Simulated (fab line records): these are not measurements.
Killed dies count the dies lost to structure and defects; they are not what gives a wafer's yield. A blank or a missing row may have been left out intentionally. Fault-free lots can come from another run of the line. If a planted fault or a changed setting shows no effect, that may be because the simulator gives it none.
fab line records    flow n5Finfet
record: lots: 6  wafers: 18  lastDay: 18
route steps=1938 shown SD_EPI_P@309 BEOL_M4@1111 PASSIVATION@1936
lots with no fault: from the same line, run without faults
startH: hours from the record's first day to the start of the lot's first wafer shown    waitH: hours since the lot's step before    " as in the row above    L1.1+2: a row that stands for several wafers    - either no value or no given start    * or withheld: withheld    < > ~ a bound
route shown NAME@n: a module of which the file shows steps, and the number in the route of the first    usual: mean/standard deviation of fault-free wafers    same: alike in all rows    chamber/n: place in a boat    sites: per-site readings    _std_site: standard deviation across them    _edge_site: outer sites' mean less inner sites'    radiusMm: for every site, how far away it sits from the centre of the wafer    mask NAME#n: copy n    behind: the last tool/chamber to shape the wafer    hold: why the lot was held/for how many hours/how that ended    device: which transistor (n, p or np) failed to switch    end of line: tests of these same wafers at the route's end    where a step has no rows: the recipe by itself    killed: count of dies lost to structure and defects at first sort (not the wafer's yield)    map: the dies of a wafer, with x for killed, . for not killed, _ for no die there
set.NAME: the setting as run; set.NAME@STEP: as run at that earlier step    model.NAME: the simulator's own value behind a step, which no gauge read
lots seen at some steps along the route; tables by step, rows by wafer
services: a tool's chamber out of use, with start hour (startH, from the record's first day; less than 0 if before it), hours out, and reason
== steps ==
step: N5_SD_EPI_P_STRIP_38
recipe: chemistry: N2/H2  tempC: 40  n2FlowSccm: 200  h2FlowSccm: 200  rfFrequencyHz: 6e+07
step: N5_SD_EPI_P_ETCHBACK_46
recipe: chemistry: CH3F/O2  mode: anisotropicEtchback  target: SiNx  targetDepthA: 175  stopOn: SiO2  overEtchFrac: 0.3  ionEnergyEv: 120  pressureMtorr: 30  sourceW: 395  biasW: 73  Ar_flow_sccm: 150  CH3F_flow_sccm: 30  O2_flow_sccm: 20
usual: drypumpMotorCurrentA: 5.6/0.41  oesProductAu: 0.68/0.079  rfVppV: 298/3.3  showerheadPlenumPTorr: 2.02/0.05  throttleValvePct: 16.32/0.18
lot.wafer  tool        chamber  startH  waitH  drypumpMotorCurrentA  oesProductAu  rfHoursCounterH  rfVppV  showerheadPlenumPTorr  throttleValvePct
L161.2     rieDiel-04  1        53.42   0.0    5.3                   0.59          251              301     1.96                   16.47
L161.4     "           2        "       "      6.4                   0.82          -                302     2.05                   16.30
L161.5     "           1        "       "      5.3                   0.58          -                299     1.96                   16.44
L164.2     rieDiel-05  3        74.38   0.0    5.6                   0.60          245              297     1.99                   16.62
L164.4     "           1        "       "      5.6                   0.66          122              296     2.02                   16.27
L164.5     "           3        "       "      5.6                   0.59          -                298     1.99                   16.63
L171.1     rieDiel-05  3        112.65  0.0    5.6                   0.83          2                298     1.98                   16.18
L171.4     "           2        "       "      5.5                   0.79          21               297     2.04                   16.12
L171.6     "           0        "       "      6.2                   0.65          -                299     2.09                   16.62
L173.2     rieDiel-02  2        129.55  0.0    5.5                   0.65          147              296     1.99                   16.11
L173.5     "           3        "       "      5.2                   0.62          -                302     2.09                   16.58
L173.6     "           2        "       "      5.5                   0.65          -                296     1.99                   16.11
L174.1     rieDiel-04  2        133.20  0.0    6.4                   0.76          36               302     2.04                   16.35
L174.4     "           3        "       "      5.7                   0.77          -                304     2.05                   16.38
L174.6     "           0        "       "      5.9                   0.67          -                293     2.02                   16.21
L183.1     rieDiel-02  3        193.72  0.0    5.2                   0.61          174              302     2.08                   16.58
L183.3     "           2        "       "      5.6                   0.64          -                294     1.99                   16.15
L183.4     "           3        "       "      5.2                   0.61          -                302     2.08                   16.59
step: N5_SD_EPI_P_ETCH_47
recipe: chemistry: CH3F/O2  target: SiOCN  targetDepthA: 250  maskMaterial: SOC  ionEnergyEv: 60  biasW: 29  pressureMtorr: 30  sourceW: 410  Ar_flow_sccm: 150  CH3F_flow_sccm: 30  O2_flow_sccm: 20
usual: drypumpMotorCurrentA: 5.6/0.41  oesProductAu: 0.80/0.098  rfVppV: 128.0/1.5  showerheadPlenumPTorr: 2.02/0.048  throttleValvePct: 16.30/0.18
lot.wafer  tool        chamber  startH  waitH  drypumpMotorCurrentA  oesProductAu  rfHoursCounterH  rfVppV  showerheadPlenumPTorr  throttleValvePct
L161.2     rieDiel-04  1        53.52   0.1    5.4                   0.66          251              129.5   1.96                   16.44
L161.4     "           2        "       "      6.4                   0.97          -                129.8   2.05                   16.28
L161.5     "           1        "       "      5.4                   0.68          -                128.8   1.96                   16.42
L164.2     rieDiel-05  3        74.48   0.1    5.6                   0.70          245              129.4   1.99                   16.60
L164.4     "           1        "       "      5.6                   0.78          122              127.3   2.02                   16.26
L164.5     "           3        "       "      5.6                   0.69          -                129.2   1.99                   16.58
L171.1     rieDiel-05  3        112.75  0.1    5.6                   0.97          2                127.6   1.98                   16.17
L171.4     "           3        "       "      5.6                   0.96          -                127.4   1.98                   16.15
L171.6     "           0        "       "      6.2                   0.76          -                129.2   2.09                   16.60
L173.2     rieDiel-02  2        129.65  0.1    5.6                   0.76          147              125.9   1.99                   16.09
L173.5     "           3        "       "      5.2                   0.72          -                129.1   2.09                   16.53
L173.6     "           2        "       "      5.6                   0.76          -                127.3   1.99                   16.08
L174.1     rieDiel-04  2        133.30  0.1    6.4                   0.89          36               131.0   2.04                   16.32
L174.4     "           3        "       "      5.7                   0.89          -                130.5   2.05                   16.33
L174.6     "           0        "       "      5.9                   0.78          -                125.8   2.02                   16.21
L183.1     rieDiel-02  3        193.87  0.1    5.2                   0.70          174              129.1   2.08                   16.56
L183.3     "           2        "       "      5.6                   0.73          -                126.1   1.99                   16.11
L183.4     "           3        "       "      5.2                   0.70          -                129.7   2.08                   16.56
step: N5_SD_EPI_P_ETCH_16
recipe: chemistry: CHF3/O2  target: SiO2  targetDepthA: 50  maskMaterial: SOC  pressureMtorr: 30  sourceW: 650  biasW: 170  Ar_flow_sccm: 200  CHF3_flow_sccm: 50  O2_flow_sccm: 5  ionEnergyEv: 200
usual: drypumpMotorCurrentA: 5.6/0.41  oesProductAu: 0.80/0.098  rfVppV: 526/5.5  showerheadPlenumPTorr: 2.44/0.055  throttleValvePct: 18.88/0.17
lot.wafer  tool        chamber  startH  waitH  drypumpMotorCurrentA  oesProductAu  rfHoursCounterH  rfVppV  showerheadPlenumPTorr  throttleValvePct
L161.2     rieDiel-04  1        53.62   0.1    5.4                   0.67          251              528     2.37                   18.99
L161.4     "           2        "       "      6.4                   0.97          -                530     2.47                   18.87
L161.5     "           1        "       "      5.4                   0.67          -                530     2.37                   18.99
L164.2     rieDiel-05  3        74.58   0.1    5.6                   0.69          245              526     2.39                   19.12
L164.4     "           1        "       "      5.6                   0.78          122              520     2.44                   18.87
L164.5     "           3        "       "      5.6                   0.69          -                525     2.39                   19.12
L171.1     rieDiel-05  3        112.85  0.1    5.6                   0.97          2                524     2.38                   18.72
L171.4     "           3        "       "      5.6                   0.97          -                525     2.38                   18.71
L171.6     "           0        "       "      6.2                   0.76          -                529     2.51                   19.15
L173.2     rieDiel-02  2        129.75  0.1    5.6                   0.76          147              522     2.40                   18.65
L173.5     "           3        "       "      5.2                   0.72          -                533     2.51                   19.15
L173.6     "           2        "       "      5.6                   0.77          -                521     2.40                   18.66
L174.1     rieDiel-04  2        133.40  0.1    6.4                   0.91          36               531     2.46                   18.91
L174.4     "           3        "       "      5.7                   0.90          -                536     2.46                   18.94
L174.6     "           0        "       "      5.9                   0.79          -                518     2.43                   18.79
L183.1     rieDiel-02  3        194.02  0.1    5.2                   0.70          174              534     2.51                   19.17
L183.3     "           2        "       "      5.6                   0.74          -                520     2.40                   18.67
L183.4     "           3        "       "      5.2                   0.71          -                533     2.51                   19.17
step: N5_SD_EPI_P_STRIP_50
recipe: chemistry: CHF3/O2  resist: SiARC  rfFrequencyHz: 6e+07
step: N5_SD_EPI_P_SD_RECESS_17
recipe: chemistry: HBr/Cl2/O2  targetDepthA: 391  btTimeS: 3  pressureMtorr: 10  icpW: 800  biasW: 112  HBr_flow_sccm: 150  Cl2_flow_sccm: 80  O2_flow_sccm: 12
usual: drypumpMotorCurrentA: 5.7/0.49  oesProductAu: 0.997/0.012  throttleValvePct: 36.9/0.37
same: btTimeS: 3
lot.wafer  tool      chamber  startH  waitH  drypumpMotorCurrentA  oesProductAu  rfHoursCounterH  throttleValvePct
L161.2     rieSi-03  3        53.70   0.0    6.1                   1.007         200              37.2
L161.4     "         2        "       "      5.8                   1.007         71               36.4
L161.5     "         2        "       "      5.8                   1.007         -                36.3
L164.2     rieSi-03  2        74.65   0.0    5.8                   1.009         71               36.3
L164.4     "         1        "       "      6.6                   0.992         -                37.3
L164.5     "         2        "       "      5.8                   1.008         -                36.4
L171.1     rieSi-05  3        112.92  0.0    5.2                   1.000         93               37.0
L171.4     "         2        "       "      6.3                   0.988         64               36.3
L171.6     "         3        "       "      5.2                   1.005         -                37.0
L173.2     rieSi-02  3        129.82  0.0    5.5                   1.018         176              37.2
L173.5     "         3        "       "      5.5                   0.999         -                37.2
L173.6     "         2        "       "      5.0                   0.967         -                36.5
L174.1     rieSi-05  3        133.48  0.0    5.2                   1.002         94               37.0
L174.4     "         2        "       "      6.3                   0.985         64               36.3
L174.6     "         2        "       "      6.3                   0.985         -                36.3
L183.1     rieSi-03  1        194.12  0.0    6.5                   0.991         117              37.3
L183.3     "         0        "       "      5.5                   0.985         85               37.2
L183.4     "         3        "       "      6.1                   1.015         2                37.1
step: N5_SD_EPI_P_WET_ETCH_45
recipe: chemistry: dHF  dilution: withheld  timeS: 10.7  target: SiO2  targetDepthA: 20  tempC: 25  dry: ipaMarangoni  rinseTimeS: 30  rinseTempC: 23
step: N5_SD_EPI_P_STRIP_40
recipe: chemistry: N2/H2  powerW: 1000  tempC: 250  h2Frac: 0.65  overashFraction: 0.3  pressureMtorr: withheld  n2FlowSccm: 1750  h2FlowSccm: 3250
usual: drypumpMotorCurrentA: 5.9/0.31  h2FlowSccm: 3250/9.5  heaterPowerW: 349/34  n2FlowSccm: 1751/5.5  oesProductAu: 0.762/0.011
lot.wafer  tool            chamber  startH  waitH  drypumpMotorCurrentA  h2FlowSccm  heaterPowerW  n2FlowSccm  oesProductAu  rfHoursCounterH
L161.2     plasmaAsher-01  1        53.84   0.0    5.4                   3248        334           1750        0.745         31
L161.4     "               1        "       "      5.4                   3245        334           1755        0.746         -
L161.5     "               0        "       "      6.0                   3240        407           1750        0.762         -
L164.2     plasmaAsher-01  0        74.79   0.0    6.0                   3246        412           1747        0.766         37
L164.4     "               1        "       "      5.5                   3251        331           1756        0.771         -
L164.5     "               1        "       "      5.5                   3258        336           1756        0.767         -
L171.1     plasmaAsher-02  0        113.06  0.0    6.3                   3251        369           1747        0.772         93
L171.4     "               0        "       "      6.2                   3251        367           1748        0.739         -
L171.6     "               1        "       "      5.8                   3264        305           1759        0.775         -
L173.2     plasmaAsher-01  0        129.97  0.0    6.0                   3253        401           1756        0.769         47
L173.5     "               0        "       "      6.0                   3230        403           1755        0.759         -
L173.6     "               1        "       "      5.4                   3253        340           1752        0.756         -
L174.1     plasmaAsher-02  0        133.62  0.0    6.3                   3256        369           1756        0.760         98
L174.4     "               1        "       "      5.8                   3251        305           1755        0.761         -
L174.6     "               0        "       "      6.3                   3244        356           1760        0.740         -
L183.1     plasmaAsher-02  0        194.26  0.0    6.3                   3242        360           1745        0.742         108
L183.3     "               1        "       "      5.8                   3241        301           1759        0.769         -
L183.4     "               0        "       "      6.3                   3249        370           1747        0.766         -
step: N5_SD_EPI_P_PRECLEAN_52
recipe: chemistry: O3/DIW  timeS: 60  tempC: 22  o3Ppm: 10
step: N5_SD_EPI_P_SRD_20
recipe: dry: ipaMarangoni  doPpb: 5  timeS: 30  tempC: 23  rinseLiquid: diw
step: N5_SD_EPI_P_PRECLEAN_51
recipe: chemistry: NF3:NH3  afsCycles: 1  tempC: 30  timeS: 20  sublimationTempC: 180  sublimationTimeS: 60  pressureTorr: 3  rfPowerW: 30
step: N5_SD_EPI_P_VAPOR_ETCH_44
recipe: chemistry: NF3/Ar  target: SiGe30  tempC: 25  timeS: 3.3  mode: isotropic
step: N5_SD_EPI_P_EPI_21
recipe: material: SiGe:B  dopant: B  tempC: 550  pressureTorr: 20  ambient: H2  timeS: 355
lot.wafer   tool         chamber  startH  waitH
L161.2+4+5  epiRpcvd-01  0        54.72   0.5
L164.2+4+5  epiRpcvd-02  0        75.67   0.5
L171.1+4+6  epiRpcvd-01  0        113.58  0.1
L173.2+5+6  epiRpcvd-01  0        130.85  0.5
L174.1+4+6  epiRpcvd-04  0        134.14  0.1
L183.1+3+4  epiRpcvd-02  0        194.78  0.1
step: N5_SD_EPI_P_EPI_MEAS_23
recipe: mode: xrd
usual: thkNm: 61.0/1.3
lot.wafer  tool          chamber  startH  waitH  thkNm
L161.2     filmMetro-02  -        56.55   1.5    62.5
L161.4     "             -        "       "      61.5
L161.5     "             -        "       "      62.5
L164.2     filmMetro-02  -        77.51   1.5    60.6
L164.4     "             -        "       "      60.2
L164.5     "             -        "       "      58.9
L171.1     filmMetro-02  -        115.78  1.8    48.0
L171.4     "             -        "       "      49.3
L171.6     "             -        "       "      49.2
L173.2     filmMetro-02  -        132.68  1.5    49.2
L173.5     "             -        "       "      47.1
L173.6     "             -        "       "      47.9
L174.1     filmMetro-02  -        136.33  1.8    60.6
L174.4     "             -        "       "      58.8
L174.6     "             -        "       "      57.8
L183.1     filmMetro-01  -        196.97  1.8    60.4
L183.3     "             -        "       "      60.1
L183.4     "             -        "       "      61.0
step: N5_SD_EPI_P_HM_STRIP_48
recipe: chemistry: H3PO4  tempC: 160  material: SiNx  target: SiNx  targetDepthA: 30  overetchFraction: 0.3
step: N5_BEOL_M4_RC_MEAS_101
usual: DIBL_N: 35.7/1.5  DIBL_P: 35.7/2  IOFF_N: 0.155/0.026  IOFF_P: 0.20/0.031  ION_N: 675/11  ION_P: 462/7.1  SS_N: 71.3/0.57  SS_P: 73.1/0.56  VT_N: 250/3  VT_P: -251/3
lot.wafer  tool       chamber  startH  waitH  DIBL_N[mV/V]  DIBL_P[mV/V]  IOFF_N[nA/um]  IOFF_P[nA/um]  ION_N[uA/um]  ION_P[uA/um]  SS_N[mV/dec]  SS_P[mV/dec]  VT_N[mV]  VT_P[mV]
L161.2     prober-02  0        176.03  0.2    33.2          32.0          0.120          0.15           678           471           70.4          72.1          253       -254
L161.4     "          0        "       "      35.7          35.7          0.157          0.21           682           466           71.2          73.1          248       -250
L161.5     "          0        "       "      37.4          36.9          0.186          0.23           676           468           71.4          73.7          246       -249
L164.2     prober-01  0        195.33  0.2    37.9          37.7          0.196          0.27           697           470           72.5          73.8          247       -247
L164.4     "          0        "       "      36.5          35.2          0.153          0.23           669           464           72.6          73.1          251       -247
L164.5     "          0        "       "      33.7          32.2          0.122          0.18           665           457           70.8          72.2          251       -252
L171.1     prober-01  0        232.30  0.0    36.0          35.8          0.142          0.18           674           460           71.3          73.3          252       -256
L171.4     "          0        "       "      36.2          37.0          0.152          0.18           675           461           71.4          74.2          251       -254
L171.6     "          0        "       "      34.4          34.1          0.125          0.15           670           463           70.6          72.5          252       -255
L173.2     prober-01  0        253.04  0.2    34.4          34.6          0.141          0.20           663           458           71.4          72.4          251       -249
L173.5     "          0        "       "      36.3          37.5          0.201          0.26           705           483           71.1          73.9          244       -247
L173.6     "          0        "       "      35.1          35.7          0.160          0.21           674           461           71.1          72.9          247       -247
L174.1     prober-02  0        255.81  0.0    37.1          37.3          0.178          0.22           680           463           71.2          72.8          250       -251
L174.4     "          0        "       "      37.3          36.9          0.163          0.21           667           460           72.1          73.0          251       -252
L174.6     "          0        "       "      37.5          37.2          0.184          0.21           684           460           71.9          73.3          248       -253
L183.1     prober-01  0        311.54  0.0    35.2          36.7          0.138          0.18           667           453           70.6          72.6          251       -255
L183.3     "          0        "       "      36.4          37.6          0.163          0.20           668           456           71.3          72.7          248       -251
L183.4     "          0        "       "      36.4          38.7          0.166          0.21           689           468           71.1          73.5          246       -253
step: N5_PASSIVATION_PROBE_49
usual: defectLimitedYield: 91.4/1.5  killed_at_M0_to_M3: 34/10  killed_at_M4_up: 15/6  killedAtContacts: 12/6  killedAtFrontEnd: 37/11  killedAtOther: 3.3/2.8  killedDies: 101/18  killedOnRim: 14/4.4  killedOpen: 66/14  killedShort: 33/7.8  sort_bin_5_function: 5.0/0.97  sort_bin_6_memory: 3.2/0.72  sort_bin_8_speed: 0.00/0.01  sortNPass: 1079/18  sortYieldPct: 91.4/1.5
same: grossDies: 1180  killedAtBackSide: 0  sort_bin_4_leakage[%]: 0
lot.wafer  tool       chamber  startH  waitH  defectLimitedYield[%]  killed_at_M0_to_M3  killed_at_M4_up  killedAtContacts  killedAtFrontEnd  killedAtOther  killedDies  killedOnRim  killedOpen  killedShort  sort_bin_5_function[%]  sort_bin_6_memory[%]  sort_bin_8_speed[%]  sortNPass  sortYieldPct[%]
L161.2     prober-02  -        288.34  0.1    92.3                   21                  12               14                32                12             91          8            58          31           4.6                     2.8                   0                    1089       92.3
L161.4     prober-02  -        288.44  0.2    92.8                   34                  13               4                 31                3              85          6            54          29           5.4                     1.7                   0                    1095       92.8
L161.5     prober-02  -        288.49  0.2    93.1                   24                  15               4                 33                6              82          11           57          25           4.6                     2.1                   0                    1098       93.1
L171.1     prober-01  -        333.87  0.0    94.3                   33                  8                10                15                1              67          15           40          27           3.7                     1.9                   0                    1113       94.3
L171.4     prober-01  -        334.02  0.2    94.1                   27                  9                12                21                1              70          15           41          20           3.4                     1.6                   0                    1110       94.1
L171.6     prober-01  -        334.12  0.3    93.6                   41                  4                8                 22                0              75          11           47          28           4.4                     1.8                   0                    1105       93.6
L174.1     prober-01  -        363.85  0.0    91.4                   23                  7                16                55                0              101         9            71          27           5.3                     2.8                   0                    1079       91.4
L174.4     prober-01  -        364.00  0.2    90.8                   35                  9                23                41                0              108         17           80          28           6.0                     2.9                   0                    1072       90.8
L174.6     prober-01  -        364.10  0.3    90.3                   27                  19               20                48                0              114         19           76          35           6.3                     3.1                   0                    1066       90.3
L173.2     prober-02  -        365.88  0.1    89.2                   33                  11               13                68                2              127         18           85          41           6.2                     4.3                   0                    1053       89.2
L173.5     prober-02  -        366.03  0.2    93.8                   20                  7                7                 39                0              73          9            48          24           4.1                     1.9                   0                    1107       93.8
L173.6     prober-02  -        366.08  0.3    89.4                   45                  10               8                 61                1              125         25           74          51           6.9                     3.2                   0                    1055       89.4
L183.1     prober-02  -        425.50  0.0    92.2                   34                  11               8                 34                5              92          15           61          27           4.5                     3.0                   0                    1088       92.2
L183.3     prober-02  -        425.60  0.1    91.3                   35                  12               7                 44                5              103         15           68          34           5.2                     3.4                   0                    1077       91.3
L183.4     prober-02  -        425.65  0.2    91.3                   34                  14               4                 46                5              103         17           61          40           4.9                     3.7                   0                    1077       91.3
killed by level:class
L161.2 FIN_SAQP:geometricParticle:short=11 MOL_CONTACT_COAG:geometricParticle:open=11 BEOL_M6:geometricParticle:open=5 FIN_SAQP:geometricParticle:open=4 BEOL_M0_SAQP:geometricParticle:short=4 BEOL_M0_SAQP:geometricParticle:open=4 BEOL_M3:geometricParticle:open=4 PASS1_CAP:geometricParticle:short=4
L161.4 BEOL_M0_SAQP:geometricParticle:open=13 BEOL_M0_SAQP:geometricParticle:short=8 STARTING-WAFER:geometricParticle:open=6 GATE_CUT:geometricParticle:open=5 STARTING-WAFER:geometricParticle:short=5 BEOL_M4:geometricParticle:open=5 BEOL_M3:geometricParticle:open=4 FIN_SAQP:geometricParticle:short=3
L161.5 BEOL_M4:geometricParticle:open=12 BEOL_M0_SAQP:geometricParticle:open=8 FIN_SAQP:geometricParticle:open=7 FIN_SAQP:geometricParticle:short=6 BEOL_M0_SAQP:geometricParticle:short=5 BEOL_M1:geometricParticle:open=5 ILD0:geometricParticle:short=4 MOL_CONTACT_COAG:geometricParticle:open=4
L171.1 BEOL_M3:geometricParticle:open=13 MOL_CONTACT_COAG:geometricParticle:open=9 BEOL_M0_SAQP:geometricParticle:short=8 BEOL_M3:geometricParticle:short=5 DUMMY_GATE:geometricParticle:open=4 BEOL_M1:geometricParticle:open=4 STARTING-WAFER:geometricParticle:short=3 FIN_SAQP:geometricParticle:open=2
L171.4 MOL_CONTACT_COAG:geometricParticle:open=10 BEOL_M3:geometricParticle:short=10 HKMG_FIN:areaEtch=9 BEOL_M3:geometricParticle:open=7 BEOL_M0_SAQP:geometricParticle:open=5 FIN_SAQP:geometricParticle:short=4 BEOL_M5:geometricParticle:open=4 BEOL_M2:geometricParticle:open=3
L171.6 BEOL_M3:geometricParticle:open=19 BEOL_M3:geometricParticle:short=8 MOL_CONTACT_COAG:geometricParticle:open=6 STARTING-WAFER:geometricParticle:short=6 BEOL_M0_SAQP:geometricParticle:short=5 BEOL_M1:geometricParticle:open=5 FIN_SAQP:geometricParticle:open=4 FIN_SAQP:geometricParticle:short=3
L174.1 STI_FIN_REVEAL:geometricParticle:open=14 MOL_CONTACT_COAG:geometricParticle:open=14 FIN_SAQP:geometricParticle:open=9 BEOL_M3:geometricParticle:open=8 FIN_SAQP:geometricParticle:short=7 GATE_CUT:geometricParticle:short=5 BEOL_M0_SAQP:geometricParticle:short=5 DUMMY_GATE:geometricParticle:open=4
L174.4 MOL_CONTACT_COAG:geometricParticle:open=17 BEOL_M2:geometricParticle:open=14 STI_FIN_REVEAL:geometricParticle:open=12 BEOL_M3:geometricParticle:open=8 FIN_SAQP:geometricParticle:open=6 GATE_CUT:geometricParticle:short=6 MOL_CONTACT_COAG:geometricParticle:short=6 GATE_CUT:geometricParticle:open=5
L174.6 FIN_SAQP:geometricParticle:short=14 MOL_CONTACT_COAG:geometricParticle:open=14 STI_FIN_REVEAL:geometricParticle:open=12 FIN_SAQP:geometricParticle:open=10 BEOL_M0_SAQP:geometricParticle:open=8 MOL_CONTACT_COAG:geometricParticle:short=6 BEOL_M1:geometricParticle:open=5 BEOL_M4:geometricParticle:open=5
L173.2 FIN_SAQP:geometricParticle:open=16 STI_FIN_REVEAL:geometricParticle:open=12 BEOL_M0_SAQP:geometricParticle:open=12 FIN_SAQP:geometricParticle:short=11 MOL_CONTACT_COAG:geometricParticle:open=11 GATE_CUT:geometricParticle:short=9 BEOL_M0_SAQP:geometricParticle:short=8 BEOL_M4:geometricParticle:open=6
L173.5 FIN_SAQP:geometricParticle:open=11 GATE_CUT:geometricParticle:short=5 BEOL_M0_SAQP:geometricParticle:open=5 BEOL_M0:geometricParticle:open=5 GATE_CUT:geometricParticle:open=4 MOL_CONTACT_COAG:geometricParticle:short=4 BEOL_M2:geometricParticle:open=3 DUMMY_GATE:geometricParticle:open=3
L173.6 FIN_SAQP:geometricParticle:open=13 BEOL_M0_SAQP:geometricParticle:short=13 BEOL_M0_SAQP:geometricParticle:open=13 FIN_SAQP:geometricParticle:short=10 DUMMY_GATE:geometricParticle:open=9 GATE_CUT:geometricParticle:short=9 BEOL_M3:geometricParticle:open=7 MOL_CONTACT_COAG:geometricParticle:open=5
L183.1 FIN_SAQP:geometricParticle:open=12 DUMMY_GATE:geometricParticle:open=9 BEOL_M0_SAQP:geometricParticle:open=7 BEOL_M3:geometricParticle:open=7 MOL_CONTACT_COAG:geometricParticle:open=5 BEOL_M0_SAQP:geometricParticle:short=5 BEOL_M2:geometricParticle:open=5 BEOL_M4:geometricParticle:open=4
L183.3 FIN_SAQP:geometricParticle:short=13 BEOL_M0_SAQP:geometricParticle:open=11 BEOL_M0_SAQP:geometricParticle:short=9 FIN_SAQP:geometricParticle:open=8 DUMMY_GATE:geometricParticle:open=8 MOL_CONTACT_COAG:geometricParticle:open=6 BEOL_M3:geometricParticle:open=6 BEOL_M5:geometricParticle:open=4
L183.4 FIN_SAQP:geometricParticle:short=14 BEOL_M0_SAQP:geometricParticle:short=13 FIN_SAQP:geometricParticle:open=10 BEOL_M0_SAQP:geometricParticle:open=8 DUMMY_GATE:geometricParticle:open=6 BEOL_M6:geometricParticle:open=5 STI_FIN_REVEAL:geometricParticle:open=4 BEOL_M2:geometricParticle:open=4
== services ==
tool         chamber  startH  hours  kind
rieDiel-05   3        55.54   9.2    repair
rieDiel-04   0        57.00   4.1    repair
rieSi-03     -        59.72   0.9    repair
epiRpcvd-04  -        63.57   8.1    pm
rieDiel-05   2        63.93   2.1    repair
epiRpcvd-04  -        74.79   1.3    repair
epiRpcvd-04  -        77.90   6.0    pm
rieDiel-05   3        89.49   -      clean
rieDiel-05   3        89.49   -      consumableReplace:focusRing
rieDiel-05   3        89.49   16.0   scheduledDown
rieDiel-05   3        89.49   16.0   ventCycle
rieDiel-04   1        105.94  -      clean
rieDiel-04   1        105.94  -      consumableReplace:focusRing
rieDiel-04   1        105.94  40.1   scheduledDown
rieDiel-04   1        105.94  40.1   ventCycle
rieDiel-05   1        112.71  3.3    repair
rieSi-03     -        126.61  14.6   pm
rieDiel-04   2        143.32  5.9    repair
rieDiel-04   -        144.48  0.2    repair
rieDiel-02   2        145.20  5.7    repair
rieSi-03     2        153.27  10.2   repair
epiRpcvd-04  -        159.94  0.8    repair
rieDiel-02   -        174.67  14.6   pm
rieDiel-02   0        190.78  2.9    repair
== key ==
firstSign: step: N5_SD_EPI_P_EPI_MEAS_23  reading: thkNm  direction: down  sigmas: 9.7  usual: *  struck: *
effect none on later readings
metAt N5_SD_EPI_P_EPI_21
struckWafers L171.1,L171.4,L171.6,L173.2,L173.5,L173.6
onsetBetween 54.72 113.58
fault: kind: siteProfileDrift  tool: epiRpcvd-01  chamber: -  onsetH: 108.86  steps: N5_SD_EPI_P_EPI_21  basis: fraction  maxAbsDrift: 0.49272  slopeSharePerHr: 109.49  sitePattern: 0,0,0,0,0,-1,-1,-1,-1
